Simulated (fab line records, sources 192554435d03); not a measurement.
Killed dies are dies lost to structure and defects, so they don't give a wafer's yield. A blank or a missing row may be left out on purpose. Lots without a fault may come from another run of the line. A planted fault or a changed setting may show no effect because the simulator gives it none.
fab line records | flow n5_finfet | part 1 of 2: steps 1 to 3 of 6
record lots=22 wafers=66 last_day=17
route steps=1938 shown MOL_CONTACT_COAG@613 BEOL_M0_SAQP@636
lots that met no fault: from a run of the same line without faults
start_h: hours from the record's first day to the start of the lot's first wafer shown | wait_h: hours since the lot's step before | " the same as in the row above | L1.1+2: a row that stands for several wafers | - no value, or no start given | * or withheld: withheld | < > ~ a bound
route shown NAME@n: a module of which the file shows steps, and the number in the route of the first | usual: mean/standard deviation of fault-free wafers | same: alike in all rows | chamber/n: place in a boat | sites: the reading at each site | _std_site: their standard deviation | _edge_site: outer sites' mean less inner sites' | radius_mm: how far each site lies from the wafer's centre | mask NAME#n: copy n | behind: the tool/chamber that last shaped the wafer | hold: why the lot was held/for how many hours/how that ended | device: the transistor (n, p or np) that didn't switch | end of line: the same wafers' tests at the end of the route | a step without rows: its recipe alone | killed: dies lost to structure and defects at the first sort, not the wafer's yield | map: a wafer's dies, x killed, . not, _ none there
set.NAME: the setting as run; set.NAME@STEP: as run at that earlier step | model.NAME: the simulator's own value behind a step, which no gauge read
steps of the route over a sample of lots; a table a step, a row a wafer
services: from which hour (start_h, from the record's first day; less than 0 if before it) a tool's chamber was out of use, for how many hours, and why
## steps
# step N5_MOL_CONTACT_COAG_ETCHBACK_136
# recipe chemistry=CHF3 target=SiO2 target_depth_a=250 time_s=16.7 ion_energy_ev=200 pressure_mtorr=30 source_w=610 bias_w=170 Ar_flow_sccm=200 CHF3_flow_sccm=50
# usual bias_w=170.1/0.54 drypump_motor_current_A=5.7/0.55 oes_product_au=0.80/0.075 rf_vpp_V=522/10 showerhead_plenum_p_Torr=2.37/0.1 throttle_valve_pct=18.70/0.2
# columns lot.wafer tool chamber start_h wait_h bias_w drypump_motor_current_A oes_product_au rf_hours_counter_h rf_vpp_V showerhead_plenum_p_Torr throttle_valve_pct
L074.1 rie_diel-03 1 109.52 0.0 169.2 6.4 0.70 196 510 2.45 19.04
L074.3 " 0 " " 170.5 5.3 0.87 61 521 2.31 18.67
L074.6 " 1 " " 169.9 6.3 0.70 - 510 2.45 19.05
L075.1 rie_diel-05 0 110.21 0.0 169.4 5.2 0.80 111 517 2.30 18.49
L075.3 " 3 " " 170.5 4.7 0.86 46 512 2.32 18.67
L075.4 " 1 " " 170.7 5.8 0.86 58 509 2.32 18.83
L078.2 rie_diel-03 3 124.31 0.0 170.6 5.5 0.72 142 528 2.21 18.78
L078.3 " 0 " " 170.3 5.3 0.84 69 523 2.31 18.67
L078.6 " 1 " " 169.5 6.3 0.68 - 509 2.44 19.05
L077.2 rie_diel-05 0 128.47 0.0 169.5 5.2 0.78 119 516 2.30 18.51
L077.5 " 3 " " 170.3 4.7 0.85 - 510 2.32 18.70
L077.6 " 0 " " 170.4 5.2 0.79 - 517 2.30 18.52
L079.3 rie_diel-03 0 135.20 0.0 169.9 5.3 0.86 72 523 2.31 18.68
L079.5 " 0 " " 170.2 5.3 0.84 - 521 2.31 18.66
L079.6 " 3 " " 169.6 5.5 0.73 - 526 2.20 18.79
L080.2 rie_diel-04 3 138.44 0.0 169.5 5.9 0.70 248 500 2.24 19.14
L080.3 " 1 " " 169.9 6.1 0.91 31 532 2.51 18.35
L080.4 " 2 " " 170.7 5.7 0.68 226 537 2.36 18.64
L081.3 rie_diel-04 1 145.67 0.0 170.0 6.1 0.90 34 530 2.51 18.34
L081.4 " 1 " " 170.5 6.1 0.90 - 531 2.51 18.36
L081.5 " 2 " " 170.5 5.7 0.67 - 539 2.36 18.65
L082.2 rie_diel-05 0 149.56 0.0 169.8 5.2 0.78 127 518 2.30 18.51
L082.4 " 3 " " 169.7 4.7 0.83 63 510 2.31 18.70
L082.5 " 3 " " 169.9 4.7 0.83 - 511 2.31 18.71
L083.1 rie_diel-04 0 151.78 0.0 169.4 6.5 0.82 69 526 2.52 18.60
L083.2 " 2 " " 170.1 5.7 0.68 232 537 2.36 18.64
L083.4 " 2 " " 170.2 5.7 0.68 - 538 2.36 18.64
L084.1 rie_diel-04 1 163.24 0.0 170.0 6.1 0.88 42 530 2.51 18.39
L084.2 " 0 " " 170.4 6.5 0.82 74 526 2.51 18.60
L084.3 " 2 " " 170.3 5.7 0.68 237 538 2.36 18.63
L085.1 rie_diel-03 0 169.22 0.0 170.3 5.3 0.83 85 521 2.31 18.70
L085.3 " 2 " " 169.4 4.8 0.94 17 535 2.34 18.47
L085.4 " 1 " " 170.2 6.3 0.68 222 511 2.44 19.08
L086.1 rie_diel-03 0 174.97 0.0 168.2 5.3 0.84 87 522 2.30 18.70
L086.2 " 2 " " 168.7 4.8 0.94 18 533 2.34 18.48
L086.4 " 3 " " 169.7 5.5 0.73 162 525 2.20 18.81
L087.2 rie_diel-05 2 178.59 0.0 168.9 6.0 0.80 102 538 2.39 18.93
L087.4 " 1 " " 170.3 5.9 0.83 83 511 2.31 18.86
L087.6 " 1 " " 170.0 5.9 0.83 - 508 2.31 18.86
L089.1 rie_diel-05 0 191.42 0.0 170.2 5.2 0.75 139 517 2.29 18.54
L089.3 " 2 " " 170.0 6.0 0.80 105 538 2.39 18.93
L089.6 " 1 " " 170.2 5.9 0.82 - 510 2.31 18.86
L090.2 rie_diel-05 3 201.09 0.0 170.0 4.7 0.81 81 512 2.31 18.73
L090.4 " 1 " " 171.1 5.9 0.82 91 510 2.31 18.89
L090.5 " 3 " " 170.7 4.7 0.80 - 511 2.31 18.74
L091.1 rie_diel-05 2 204.45 0.0 170.5 6.0 0.78 110 538 2.39 18.94
L091.4 " 0 " " 169.8 5.2 0.75 144 519 2.29 18.55
L091.6 " 1 " " 170.8 5.9 0.82 - 509 2.31 18.89
L092.1 rie_diel-04 1 215.76 0.0 169.7 6.1 0.84 63 530 2.50 18.42
L092.4 " 0 " " 169.9 6.5 0.79 - 526 2.51 18.64
L092.5 " 3 " " 169.8 6.0 0.94 - 508 2.52 18.70
L093.3 rie_diel-04 0 222.37 0.0 170.6 6.5 0.80 98 527 2.50 18.64
L093.4 " 3 " " 171.1 5.9 0.93 - 508 2.52 18.72
L093.5 " 0 " " 170.7 6.5 0.79 - 526 2.51 18.63
L094.1 rie_diel-03 2 222.55 0.0 170.2 4.8 0.90 32 533 2.34 18.49
L094.2 " 0 " " 170.0 5.3 0.81 103 522 2.30 18.73
L094.5 " 0 " " 170.9 5.3 0.82 - 521 2.30 18.73
L095.2 rie_diel-04 3 235.42 0.0 169.9 5.9 0.91 26 509 2.51 18.71
L095.3 " 2 " " 169.6 5.7 1.00 1 536 2.35 18.29
L095.4 " 0 " " 169.7 6.5 0.79 104 526 2.50 18.64
L096.1 rie_diel-05 0 236.39 0.0 170.8 5.2 0.75 156 517 2.29 18.56
L096.4 " 3 " " 170.9 4.7 0.79 93 511 2.30 18.76
L096.5 " 1 " " 169.3 5.9 0.81 - 510 2.30 18.89
L097.2 rie_diel-04 3 241.36 0.0 170.1 5.9 0.91 29 508 2.51 18.72
L097.3 " 1 " " 170.7 6.1 0.84 75 531 2.49 18.42
L097.4 " 2 " " 170.3 5.8 0.99 4 538 2.35 18.29
# step N5_MOL_CONTACT_COAG_STRIP_72
# recipe chemistry=N2/H2 power_w=450 temp_c=40 pressure_mtorr=20 rf_frequency_hz=6e+07 overash_fraction=3 bias_power_w=7 h2_frac=0.5 n2_flow_sccm=200 h2_flow_sccm=200
# usual drypump_motor_current_A=5.7/0.55 oes_product_au=0.80/0.075 rf_vpp_V=59.1/2 showerhead_plenum_p_Torr=2.52/0.11 throttle_valve_pct=23.6/0.3
# columns lot.wafer tool chamber start_h wait_h drypump_motor_current_A oes_product_au rf_hours_counter_h rf_vpp_V showerhead_plenum_p_Torr throttle_valve_pct
L074.1 rie_diel-03 1 109.67 0.0 6.4 0.69 196 59.9 2.62 24.2
L074.3 " 0 " " 5.3 0.87 61 60.0 2.47 23.9
L074.6 " 1 " " 6.4 0.71 - 58.0 2.62 24.2
L075.1 rie_diel-05 0 110.36 0.0 5.2 0.79 111 56.0 2.47 23.5
L075.3 " 3 " " 4.7 0.84 46 59.2 2.47 23.8
L075.4 " 1 " " 5.8 0.87 58 61.6 2.46 23.6
L078.2 rie_diel-03 3 124.47 0.0 5.5 0.72 142 54.4 2.34 23.8
L078.3 " 0 " " 5.3 0.86 69 56.5 2.47 23.9
L078.6 " 1 " " 6.4 0.69 - 58.7 2.61 24.2
L077.2 rie_diel-05 0 128.63 0.0 5.2 0.78 119 55.8 2.47 23.5
L077.5 " 3 " " 4.7 0.84 - 60.1 2.47 23.8
L077.6 " 0 " " 5.2 0.77 - 61.8 2.47 23.5
L079.3 rie_diel-03 0 135.36 0.0 5.3 0.84 72 60.7 2.47 23.9
L079.5 " 0 " " 5.3 0.85 - 59.8 2.47 23.9
L079.6 " 3 " " 5.5 0.73 - 57.2 2.34 23.8
L080.2 rie_diel-04 3 138.59 0.0 6.0 0.68 248 62.1 2.38 24.1
L080.3 " 1 " " 6.1 0.89 31 60.7 2.70 23.2
L080.4 " 2 " " 5.7 0.69 226 62.6 2.50 23.2
L081.3 rie_diel-04 1 145.83 0.0 6.1 0.87 34 63.8 2.70 23.2
L081.4 " 1 " " 6.1 0.90 - 59.5 2.70 23.2
L081.5 " 2 " " 5.8 0.69 - 56.4 2.49 23.2
L082.2 rie_diel-05 0 149.72 0.0 5.2 0.78 127 56.1 2.46 23.5
L082.4 " 3 " " 4.7 0.82 63 59.6 2.46 23.8
L082.5 " 3 " " 4.7 0.82 - 60.4 2.46 23.8
L083.1 rie_diel-04 0 151.94 0.0 6.5 0.82 69 57.9 2.68 23.4
L083.2 " 2 " " 5.7 0.69 232 58.4 2.49 23.1
L083.4 " 2 " " 5.7 0.68 - 58.2 2.49 23.2
L084.1 rie_diel-04 1 163.40 0.0 6.1 0.87 42 59.1 2.69 23.2
L084.2 " 0 " " 6.5 0.81 74 56.3 2.67 23.5
L084.3 " 2 " " 5.7 0.68 237 60.7 2.49 23.2
L085.1 rie_diel-03 0 169.38 0.0 5.3 0.82 85 57.8 2.46 23.9
L085.3 " 2 " " 4.8 0.92 17 56.5 2.51 23.4
L085.4 " 1 " " 6.3 0.69 222 60.1 2.61 24.2
L086.1 rie_diel-03 0 175.13 0.0 5.3 0.83 87 60.4 2.46 23.9
L086.2 " 2 " " 4.8 0.94 18 60.6 2.51 23.4
L086.4 " 3 " " 5.5 0.72 162 56.5 2.33 23.8
L087.2 rie_diel-05 2 178.75 0.0 6.0 0.78 102 57.4 2.56 23.9
L087.4 " 1 " " 5.8 0.83 83 56.3 2.45 23.6
L087.6 " 1 " " 5.8 0.83 - 61.7 2.45 23.6
L089.1 rie_diel-05 0 191.57 0.0 5.2 0.77 139 60.5 2.46 23.5
L089.3 " 2 " " 6.0 0.80 106 59.4 2.56 23.9
L089.6 " 1 " " 5.9 0.82 - 57.2 2.45 23.6
L090.2 rie_diel-05 3 201.25 0.0 4.7 0.79 81 61.7 2.45 23.8
L090.4 " 1 " " 5.9 0.81 91 58.7 2.45 23.6
L090.5 " 3 " " 4.7 0.80 - 53.4 2.45 23.8
L091.1 rie_diel-05 2 204.61 0.0 6.0 0.79 110 61.2 2.56 23.9
L091.4 " 0 " " 5.2 0.75 144 60.8 2.46 23.5
L091.6 " 1 " " 5.9 0.80 - 59.7 2.44 23.6
L092.1 rie_diel-04 1 215.91 0.0 6.1 0.86 64 62.4 2.68 23.2
L092.4 " 0 " " 6.5 0.78 - 60.0 2.67 23.4
L092.5 " 3 " " 6.0 0.93 - 59.6 2.69 23.6
L093.3 rie_diel-04 0 222.53 0.0 6.5 0.77 98 56.3 2.66 23.4
L093.4 " 3 " " 6.0 0.95 - 62.0 2.68 23.6
L093.5 " 0 " " 6.5 0.77 - 59.9 2.66 23.4
L094.1 rie_diel-03 2 222.71 0.0 4.8 0.89 32 59.5 2.50 23.4
L094.2 " 0 " " 5.4 0.83 103 59.4 2.46 24.0
L094.5 " 0 " " 5.3 0.82 - 58.8 2.46 23.9
L095.2 rie_diel-04 3 235.58 0.0 5.9 0.92 26 58.1 2.68 23.6
L095.3 " 2 " " 5.7 1.02 1 61.2 2.48 22.9
L095.4 " 0 " " 6.5 0.78 104 61.0 2.66 23.4
L096.1 rie_diel-05 0 236.54 0.0 5.1 0.75 156 58.5 2.45 23.5
L096.4 " 3 " " 4.7 0.79 93 56.6 2.45 23.9
L096.5 " 1 " " 5.9 0.83 - 59.4 2.44 23.6
L097.2 rie_diel-04 3 241.51 0.0 6.0 0.91 29 60.4 2.68 23.6
L097.3 " 1 " " 6.1 0.83 75 59.0 2.68 23.2
L097.4 " 2 " " 5.7 0.98 4 56.1 2.48 22.9
# step N5_BEOL_M0_SAQP_PECVD_96
# recipe material=a-Si target_thk_a=450 temp_c=350 precursor=SiH4/He pressure_torr=3 rf_w=100 time_s=45.2
# usual chamber_pressure_Torr=3.000/0.0058 heater_power_w=610/51 showerhead_plenum_p_Torr=5.66/0.037 throttle_valve_pct=19.0/1.6
# columns lot.wafer tool chamber start_h wait_h chamber_pressure_Torr heater_power_w showerhead_plenum_p_Torr throttle_valve_pct
L074.1 pecvd-04 1 114.90 0.0 2.998 628 5.61 18.4
L074.3 " 2 " " 3.002 616 5.73 21.6
L074.6 " 0 " " 3.001 563 5.66 19.4
L075.1 pecvd-03 0 118.39 0.0 2.994 644 5.64 19.1
L075.3 " 1 " " 3.006 554 5.65 19.7
L075.4 " 0 " " 3.003 631 5.65 19.2
L078.2 pecvd-01 2 129.30 0.0 2.994 496 5.59 17.9
L078.3 " 1 " " 2.995 636 5.67 18.2
L078.6 " 2 " " 3.002 493 5.59 18.0
L077.2 pecvd-03 2 133.92 0.0 3.002 636 5.69 16.3
L077.5 " 1 " " 3.006 567 5.66 19.3
L077.6 " 0 " " 2.984 676 5.65 19.0
L079.3 pecvd-03 0 140.29 0.0 3.001 609 5.64 19.1
L079.5 " 2 " " 3.002 651 5.70 16.1
L079.6 " 1 " " 3.006 544 5.66 19.5
L080.2 pecvd-04 0 143.44 0.0 2.997 638 5.67 19.2
L080.3 " 1 " " 3.006 604 5.62 18.2
L080.4 " 1 " " 2.992 614 5.61 18.4
L081.3 pecvd-04 0 150.76 0.0 3.002 615 5.67 19.5
L081.4 " 1 " " 2.996 570 5.62 18.2
L081.5 " 0 " " 2.998 610 5.67 19.3
L082.2 pecvd-04 1 155.44 0.0 2.993 622 5.61 18.2
L082.4 " 0 " " 2.997 577 5.66 19.3
L082.5 " 2 " " 3.019 578 5.74 21.5
L083.1 pecvd-04 0 157.61 0.0 3.008 676 5.67 19.1
L083.2 " 1 " " 2.989 619 5.61 18.0
L083.4 " 2 " " 3.004 600 5.74 21.4
L084.1 pecvd-03 2 168.93 0.0 3.005 557 5.70 16.2
L084.2 " 1 " " 2.997 583 5.64 19.1
L084.3 " 0 " " 3.006 694 5.67 18.9
L085.1 pecvd-03 1 174.00 0.0 2.996 588 5.68 19.7
L085.3 " 0 " " 2.993 617 5.66 19.0
L085.4 " 1 " " 2.996 562 5.67 19.5
L086.1 pecvd-04 1 181.37 0.0 3.008 629 5.62 18.2
L086.2 " 0 " " 3.002 642 5.69 19.3
L086.4 " 2 " " 3.000 556 5.73 21.5
L087.2 pecvd-03 2 184.19 0.0 3.006 651 5.69 16.2
L087.4 " 0 " " 2.999 687 5.65 19.3
L087.6 " 1 " " 3.004 578 5.66 19.5
L089.1 pecvd-03 1 197.55 0.0 3.004 580 5.67 19.5
L089.3 " 2 " " 2.998 610 5.70 16.5
L089.6 " 1 " " 2.997 572 5.66 19.4
L090.2 pecvd-03 0 206.37 0.0 3.004 653 5.65 19.2
L090.4 " 0 " " 2.999 647 5.65 19.1
L090.5 " 2 " " 2.999 663 5.70 16.5
L091.1 pecvd-01 1 209.50 0.0 3.001 661 5.67 18.3
L091.4 " 1 " " 2.997 682 5.66 18.4
L091.6 " 0 " " 3.000 730 5.70 21.7
L092.1 pecvd-04 1 220.94 0.0 3.006 589 5.62 18.3
L092.4 " 0 " " 3.002 631 5.67 19.6
L092.5 " 0 " " 2.997 628 5.67 19.5
L093.3 pecvd-04 1 227.80 0.0 2.986 593 5.62 18.3
L093.4 " 0 " " 3.001 664 5.66 19.6
L093.5 " 0 " " 3.001 663 5.66 19.6
L094.1 pecvd-03 0 232.13 0.0 3.012 661 5.66 19.2
L094.2 " 1 " " 2.995 543 5.68 19.5
L094.5 " 1 " " 3.005 558 5.64 19.6
L095.2 pecvd-01 0 240.80 0.0 2.996 669 5.70 21.7
L095.3 " 2 " " 3.005 522 5.58 18.2
L095.4 " 0 " " 2.992 660 5.69 21.6
L096.1 pecvd-03 1 244.32 0.0 3.013 547 5.65 19.2
L096.4 " 2 " " 2.998 644 5.70 16.6
L096.5 " 0 " " 2.999 587 5.67 19.1
L097.2 pecvd-01 2 248.12 0.0 3.001 522 5.58 18.4
L097.3 " 2 " " 3.001 521 5.59 18.2
L097.4 " 0 " " 3.006 744 5.68 21.7
